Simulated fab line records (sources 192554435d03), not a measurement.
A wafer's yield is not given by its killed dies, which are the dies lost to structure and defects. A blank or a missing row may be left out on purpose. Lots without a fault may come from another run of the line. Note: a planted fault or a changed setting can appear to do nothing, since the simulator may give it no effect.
Split-lot trial	flow n5Finfet	7 lots, 21 wafers read, on a route of 1938 steps

## ON THE SPLIT
At N5_SD_EPI_N_ETCH_16 (etches SiO2 in CHF3/O2, target depth 5 nm), the setting targetDepthA was moved away from the recipe's 50 angstrom on 7 of the 21 wafers read, by -10.2% to +8.1%. This setting was run at the recipe's value on the other wafers.

The reading comes from the split's own step.

## THE READING
etch.depthNm (the simulator's own value, which no gauge read), in nm, at N5_SD_EPI_N_ETCH_16 (etches SiO2 in CHF3/O2, target depth 5 nm). The file does not state a usual value for it. Average 5.005 nm, standard deviation 0.097 nm, over the 14 wafers here run with the recipe.

wafer	tool, chamber at the split	targetDepthA as run, angstrom	against the recipe	etch.depthNm, nm	against lot-mates on the recipe
L075.1	rieDiel-03, 3	50	recipe	4.969	-
L075.3	rieDiel-03, 3	50	recipe	4.96	-
L075.4	rieDiel-03, 0	44.91	-10.2%	4.37	-0.595
L079.1	rieDiel-02, 3	50	recipe	4.969	-
L079.2	rieDiel-02, 0	47.47	-5.1%	4.503	-0.347
L079.5	rieDiel-02, 0	50	recipe	4.73	-
L082.1	rieDiel-04, 2	50	recipe	5.105	-
L082.3	rieDiel-04, 1	50	recipe	5.079	-
L082.5	rieDiel-04, 3	50	recipe	4.935	-
L083.1	rieDiel-02, 2	48.21	-3.6%	4.949	-0.073
L083.2	rieDiel-02, 0	48.21	-3.6%	4.698	-0.324
L083.4	rieDiel-02, 3	50	recipe	5.022	-
L087.1	rieDiel-02, 2	50	recipe	5.068	-
L087.4	rieDiel-02, 1	54.07	+8.1%	5.492	+0.424
L087.6	rieDiel-02, 2	54.07	+8.1%	5.512	+0.444
L096.1	rieDiel-04, 0	53.69	+7.4%	5.413	+0.329
L096.5	rieDiel-04, 1	50	recipe	5.009	-
L096.6	rieDiel-04, 2	50	recipe	5.16	-
L097.1	rieDiel-02, 0	50	recipe	5.023	-
L097.5	rieDiel-02, 1	50	recipe	4.994	-
L097.6	rieDiel-02, 2	50	recipe	5.05	-

FIT RESULTS
A straight line over all 21 wafers: etch.depthNm changes by +0.0626 nm for each +1% of targetDepthA; r = +0.93; the points scatter about the line by 0.1 nm.
The same after taking each lot's own level away (the mean of its wafers on the recipe; 21 wafers): +0.0548 nm for each +1%; r = +0.95; scatter 0.073 nm.
Per that fit: largest targetDepthA move, reading shift of 0.56 nm.
From 4.8495 to 5.0845 nm: that is the span of the lots' own levels, equal to 2.4 times the standard deviation above.
So the slope is not independent of the lot-to-lot level: the two fits are not the same.
Check: with one of the wafers moved furthest among these (-10.2%) left out of the fit, the line predicts -0.553 nm for it against its lot-mates. Against them it came out at -0.595 nm.

## THESE WAFERS: OTHER SPLITS
Note: prior to the reading, these wafers also went through further splits. Each is held against what the fit with the lots' levels taken away leaves over:
other split on the same wafers	wafers away from the commonest value	r with etch.depthNm (lot level and that fit taken away)
N5_WELL_APT_PEB_23 pebTimeS	7	-0.13
N5_WELL_APT_DESCUM_30 timeS	6	+0.19
N5_FIN_SAQP_PEB_14 pebTimeS	5	+0.24
N5_FIN_SAQP_SPACER1_ALD_24 aldCycles	6	+0.16
N5_DUMMY_GATE_HM_DEP_06 timeS	12	-0.07

## FILE'S OWN FIT
etch.depthNm changes by +0.0551 nm for each +1% of targetDepthA, r = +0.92.
